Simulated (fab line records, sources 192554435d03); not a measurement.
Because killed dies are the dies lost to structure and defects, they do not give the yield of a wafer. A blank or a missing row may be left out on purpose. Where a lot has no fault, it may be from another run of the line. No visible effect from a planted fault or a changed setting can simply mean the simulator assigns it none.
fab line records	flow n5_finfet
record: lots: 11	wafers: 31	last_day: 18
route steps=1938 shown BEOL_M9@1417
lots that met no fault: from a run of the same line without faults
start_h: start of the lot's first displayed wafer, in hours after the record's first day	wait_h: hours since the lot's step before	" the same as in the row above	L1.1+2: one row covering several wafers at once	- no value, or no start given	* or withheld: withheld	< > ~ a bound
route shown NAME@n: NAME is a module with steps in the file, n the number in the route of the first one	usual: the fault-free wafers' mean and standard deviation	same: alike in all rows	chamber/n: place in a boat	sites: each site's reading	_std_site: their standard deviation	_edge_site: outer sites' mean less inner sites'	radius_mm: how far each site lies from the wafer's centre	mask NAME#n: copy n	behind: the most recent tool/chamber to have shaped the wafer	hold: the reason the lot was held/the length of the hold in hours/how it ended	device: transistor that didn't switch, given as n, p or np	end of line: tests run on the same wafers once the route is complete	a step given without rows: its recipe and nothing more	killed: not the wafer's yield, but the dies lost to structure and defects at the first sort	map: a wafer's dies, marking killed ones x, the rest . and places with no die _
set.NAME: the run value of the setting; set.NAME@STEP: its run value at that earlier step	model.NAME: the simulator's own value behind a step, which no gauge read
one table for each step of the route and one row for each wafer, over a sample of lots
services: when a tool's chamber went out of use (start_h, in hours from the record's first day, below 0 if earlier), for how many hours, and the reason
== steps ==
step: N5_BEOL_M9_DESCUM_16
recipe: chemistry: O2	time_s: 7.9	source_power_w: 50	bias_power_w: 20	pressure_mtorr: 20	rf_frequency_hz: 2.712e+07	temp_c: 40	resist: CAR-ArF	o2_flow_sccm: 225
usual: drypump_motor_current_A: 5.7/0.51	o2_flow_sccm: 225.1/0.63	oes_product_au: 0.77/0.1	rf_vpp_V: 243.2/1.3	showerhead_plenum_p_Torr: 2.09/0.066	throttle_valve_pct: 20.49/0.3
lot.wafer	tool	chamber	start_h	wait_h	drypump_motor_current_A	o2_flow_sccm	oes_product_au	rf_hours_counter_h	rf_vpp_V	showerhead_plenum_p_Torr	throttle_valve_pct
L558.1	rie_diel-02	1	212.20	0.3	5.9	225.5	0.93	18	245.1	2.22	20.01
L558.4	"	1	"	"	5.9	225.2	0.92	-	245.3	2.22	20.00
L558.5	"	0	"	"	6.0	224.4	0.70	-	243.1	2.06	20.85
L560.1	rie_diel-05	2	227.15	0.1	5.5	224.8	0.96	1	242.0	2.05	19.99
L560.3	"	0	"	"	5.4	224.7	0.68	228	243.0	2.06	20.57
L560.5	"	0	"	"	5.4	224.9	0.68	-	242.2	2.06	20.56
L562.1	rie_diel-05	0	248.54	0.0	5.4	224.8	0.68	233	241.8	2.06	20.57
L562.4	"	1	"	"	6.7	226.0	0.70	227	243.2	2.06	20.69
L562.5	"	2	"	"	5.5	224.7	0.94	-	241.7	2.05	20.01
L561.1	rie_diel-02	2	256.92	0.0	5.6	224.9	0.73	158	242.0	2.10	20.30
L561.5	"	2	"	"	5.6	226.0	0.72	-	243.4	2.10	20.28
L561.6	"	3	"	"	4.8	225.2	0.71	-	242.3	2.08	20.72
L565.2	rie_diel-02	1	280.23	0.1	5.9	226.8	0.88	37	244.8	2.21	20.03
L565.5	"	2	"	"	5.6	224.9	0.72	-	243.0	2.10	20.30
L564.1	rie_diel-02	3	281.50	0.1	4.7	225.7	0.72	216	243.4	2.08	20.72
L564.2	"	2	"	"	5.6	225.7	0.73	165	240.9	2.10	20.31
L564.5	"	1	"	"	5.9	225.7	0.89	-	244.1	2.21	20.03
L566.4	rie_diel-02	3	294.93	0.1	4.8	225.9	0.71	219	243.4	2.07	20.72
L566.5	"	1	"	"	5.9	224.5	0.88	-	246.1	2.21	20.05
L574.1	rie_diel-05	2	318.07	0.1	5.5	224.8	0.88	29	242.1	2.04	20.04
L574.4	"	0	"	"	5.4	225.1	0.67	-	242.5	2.05	20.60
L574.5	"	0	"	"	5.4	225.4	0.66	-	243.1	2.05	20.61
L575.1	rie_diel-05	2	339.63	0.4	5.5	223.4	0.87	39	242.6	2.04	20.06
L575.4	"	2	"	"	5.5	224.7	0.87	-	241.4	2.04	20.08
L575.5	"	1	"	"	6.7	223.4	0.67	-	243.6	2.05	20.73
L576.1	rie_diel-04	3	339.65	0.3	5.7	225.4	0.90	35	244.8	2.22	20.48
L576.4	"	0	"	"	6.1	225.2	0.69	230	241.9	2.07	20.65
L576.5	"	2	"	"	5.5	224.3	0.72	-	243.4	2.16	20.59
L581.2	rie_diel-02	2	372.89	0.6	5.6	223.9	0.70	197	241.4	2.09	20.36
L581.4	"	1	"	"	5.9	224.9	0.85	70	245.3	2.20	20.08
L581.6	"	0	"	"	6.0	225.5	0.92	-	243.4	2.05	20.52
step: N5_BEOL_M9_STRIP_19
recipe: chemistry: O2	power_w: 400	temp_c: 40	pressure_mtorr: 30	rf_frequency_hz: 6e+07	bias_power_w: 0	overash_fraction: 0.2	o2_flow_sccm: 225
usual: drypump_motor_current_A: 5.8/0.54	o2_flow_sccm: 225.1/0.66	oes_product_au: 0.76/0.09	rf_vpp_V: 3.7/0.61	showerhead_plenum_p_Torr: 2.10/0.071	throttle_valve_pct: 16.79/0.27
lot.wafer	tool	chamber	start_h	wait_h	drypump_motor_current_A	o2_flow_sccm	oes_product_au	rf_hours_counter_h	rf_vpp_V	showerhead_plenum_p_Torr	throttle_valve_pct
L558.1	rie_diel-02	3	212.59	0.1	4.8	224.4	0.73	197	4.2	2.09	16.93
L558.4	"	3	"	"	4.7	224.9	0.73	-	4.5	2.09	16.93
L558.5	"	0	"	"	6.0	225.3	0.71	-	4.1	2.07	17.09
L560.1	rie_diel-05	0	227.62	0.2	5.4	224.2	0.68	229	2.8	2.07	16.86
L560.3	"	3	"	"	5.6	225.6	0.71	214	3.4	2.07	17.21
L560.5	"	3	"	"	5.6	225.1	0.71	-	3.7	2.07	17.22
L562.1	rie_diel-04	3	248.93	0.1	5.6	224.5	0.97	7	3.8	2.23	16.62
L562.4	"	0	"	"	6.1	224.3	0.70	203	3.4	2.08	16.88
L562.5	"	3	"	"	5.6	224.2	0.96	-	2.8	2.23	16.63
L561.1	rie_diel-04	1	257.31	0.1	6.6	226.3	0.75	186	3.7	2.00	16.87
L561.5	"	1	"	"	6.6	225.4	0.75	-	4.9	2.00	16.86
L561.6	"	0	"	"	6.1	224.8	0.71	-	4.2	2.08	16.90
L565.2	rie_diel-05	0	280.61	0.1	5.4	224.8	0.68	243	4.2	2.06	16.87
L565.5	"	3	"	"	5.6	224.3	0.69	-	3.7	2.07	17.24
L564.1	rie_diel-02	2	281.88	0.1	5.6	224.8	0.74	165	3.3	2.10	16.56
L564.2	"	3	"	"	4.7	226.1	0.71	216	3.7	2.08	16.96
L564.5	"	1	"	"	5.9	225.3	0.89	-	4.0	2.22	16.27
L566.4	rie_diel-05	2	295.48	0.2	5.5	225.0	0.91	-	3.3	2.05	16.26
L566.5	"	0	"	"	5.4	225.6	0.66	-	3.8	2.06	16.89
L574.1	rie_diel-02	2	318.58	0.1	5.6	225.0	0.72	178	3.8	2.10	16.58
L574.4	"	3	"	"	4.7	225.4	0.71	-	3.1	2.07	17.00
L574.5	"	2	"	"	5.6	225.8	0.72	-	3.0	2.10	16.63
L575.1	rie_diel-04	3	340.01	0.1	5.7	225.9	0.91	35	4.3	2.22	16.70
L575.4	"	1	"	"	6.5	225.3	0.73	212	4.6	1.99	16.92
L575.5	"	1	"	"	6.6	223.9	0.72	-	3.2	1.99	16.93
L576.1	rie_diel-04	3	340.09	0.1	5.7	225.3	0.89	35	4.0	2.22	16.70
L576.4	"	0	"	"	6.1	226.0	0.69	230	4.8	2.07	16.93
L576.5	"	2	"	"	5.5	225.1	0.72	-	3.4	2.17	16.87
L581.2	rie_diel-02	1	373.27	0.1	5.9	225.2	0.84	70	4.2	2.21	16.34
L581.4	"	2	"	"	5.6	225.0	0.70	197	2.8	2.09	16.63
L581.6	"	2	"	"	5.6	225.6	0.69	-	3.2	2.09	16.64
step: N5_BEOL_M9_CD_MEAS_18
recipe: pitch_nm: 140	target_cd_nm: 70
usual: cd_nm: 70.0/0.55
lot.wafer	tool	chamber	start_h	wait_h	cd_nm
L558.1	cd_sem-02	-	212.66	0.0	70.6
L558.4	"	-	"	"	69.5
L558.5	"	-	"	"	69.3
L560.1	cd_sem-01	-	227.69	0.0	70.7
L560.3	"	-	"	"	71.2
L560.5	"	-	"	"	69.9
L562.1	cd_sem-01	-	249.00	0.0	69.5
L562.4	"	-	"	"	69.2
L562.5	"	-	"	"	69.8
L561.1	cd_sem-01	-	257.38	0.0	70.7
L561.5	"	-	"	"	70.5
L561.6	"	-	"	"	70.0
L565.2	cd_sem-03	-	280.68	0.1	70.4
L565.5	"	-	"	"	70.3
L564.1	cd_sem-02	-	281.95	0.0	70.2
L564.2	"	-	"	"	69.4
L564.5	"	-	"	"	70.3
L566.4	cd_sem-02	-	295.54	0.0	69.9
L566.5	"	-	"	"	70.4
L574.1	cd_sem-01	-	318.65	0.0	69.9
L574.4	"	-	"	"	69.2
L574.5	"	-	"	"	69.4
L575.1	cd_sem-03	-	340.08	0.0	69.8
L575.4	"	-	"	"	69.8
L575.5	"	-	"	"	69.8
L576.1	cd_sem-02	-	340.16	0.0	70.1
L576.4	"	-	"	"	69.8
L576.5	"	-	"	"	69.6
L581.2	cd_sem-03	-	373.35	0.1	69.4
L581.4	"	-	"	"	69.7
L581.6	"	-	"	"	68.8
step: N5_BEOL_M9_EXPOSE_25
recipe: mask_id: V8	na: 0.33	source_shape: annular	sigma_inner: 0.4	sigma_outer: 0.8	polarization: unpolarized	dose_mj: 37.25
same: na: 0.33	sigma_outer: 0.8
lot.wafer	tool	chamber	start_h	wait_h	mask
L558.1+4+5	euv_scanner-01	0	213.66	-	V8#0
L560.1+3+5	euv_scanner-01	0	229.49	-	V8#0
L562.1+4+5	euv_scanner-01	0	249.58	-	V8#0
L561.1+5+6	euv_scanner-01	0	258.07	-	V8#0
L565.2+5	euv_scanner-02	0	283.74	-	V8#0
L564.1+2+5	euv_scanner-02	0	283.77	-	V8#0
L566.4+5	euv_scanner-02	0	296.17	-	V8#0
L574.1+4+5	euv_scanner-01	0	319.06	-	V8#0
L575.1+4+5	euv_scanner-01	0	341.36	-	V8#0
L576.1+4+5	euv_scanner-01	0	343.48	-	V8#0
L581.2+4+6	euv_scanner-01	0	375.95	-	V8#0
step: N5_BEOL_M9_OVL_MEAS_29
recipe: points_per_wafer: 522
usual: V8_OVL: 0.2/0.78
lot.wafer	tool	chamber	start_h	wait_h	V8_OVL[nm]
L558.1	overlay-01	0	213.82	0.0	-0.6
L558.4	"	0	"	"	-0.8
L558.5	"	0	"	"	1.2
L560.1	overlay-01	0	229.65	0.0	-0.7
L560.3	"	0	"	"	-1.3
L560.5	"	0	"	"	0.0
L562.1	overlay-01	0	249.74	0.0	-0.5
L562.4	"	0	"	"	0.5
L562.5	"	0	"	"	0.2
L561.1	overlay-01	0	258.23	0.0	-0.3
L561.5	"	0	"	"	0.1
L561.6	"	0	"	"	-0.7
L565.2	overlay-01	0	283.90	0.0	13.3
L565.5	"	0	"	"	11.7
L564.1	overlay-02	0	283.93	0.0	12.8
L564.2	"	0	"	"	12.9
L564.5	"	0	"	"	12.9
L566.4	overlay-02	0	296.33	0.0	13.2
L566.5	"	0	"	"	12.2
L574.1	overlay-02	0	319.21	0.0	0.0
L574.4	"	0	"	"	-0.1
L574.5	"	0	"	"	-0.2
L575.1	overlay-01	0	341.52	0.0	0.0
L575.4	"	0	"	"	0.6
L575.5	"	0	"	"	0.7
L576.1	overlay-01	0	343.64	0.0	1.8
L576.4	"	0	"	"	0.7
L576.5	"	0	"	"	1.3
L581.2	overlay-02	0	376.11	0.0	-0.8
L581.4	"	0	"	"	0.3
L581.6	"	0	"	"	-0.2
== services ==
tool	chamber	start_h	hours	kind
euv_scanner-02	-	197.40	1.0	pm
euv_scanner-01	-	198.41	1.0	pm
rie_diel-02	0	202.66	7.8	repair
rie_diel-02	2	206.69	6.6	repair
rie_diel-05	2	209.91	-	clean
rie_diel-05	2	209.91	-	consumable_replace:focus_ring
euv_scanner-02	-	247.50	4.6	pm
euv_scanner-02	-	253.55	1.0	pm
euv_scanner-01	-	254.56	1.0	pm
rie_diel-02	3	267.45	4.0	repair
rie_diel-02	-	275.75	2.8	pm
euv_scanner-01	-	276.89	25.6	repair
rie_diel-02	0	303.00	-	clean
rie_diel-02	0	303.00	-	consumable_replace:focus_ring
rie_diel-02	0	303.00	19.1	scheduled_down
rie_diel-02	0	303.00	19.1	vent_cycle
euv_scanner-01	-	303.59	4.6	pm
euv_scanner-02	-	309.70	1.0	pm
euv_scanner-01	-	310.71	1.0	pm
euv_scanner-01	0	335.47	-	calibration
euv_scanner-01	-	345.42	5.8	pm
euv_scanner-01	-	353.84	1.1	repair
euv_scanner-02	-	365.85	1.0	pm
euv_scanner-01	-	366.86	1.0	pm
== key ==
first_sign: step: N5_BEOL_M9_OVL_MEAS_29	reading: V8_OVL	direction: up	sigmas: 16	usual: 0.2	struck: 12.7
effect none on later readings
met_at N5_BEOL_M9_EXPOSE_25
struck_lots L564,L565,L566
rows_end L565.5
not_acting_at N5_BEOL_M9_DESCUM_16,N5_BEOL_M9_STRIP_19,N5_BEOL_M9_CD_MEAS_18
fault: kind: scanner_matching_overlay	tool: euv_scanner-02	chamber: -	onset_h: 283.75	steps: N5_BEOL_M9_EXPOSE_25	offset: 12.5
rows_end: these wafers met a further fault down the route, and their rows from its step on are left out
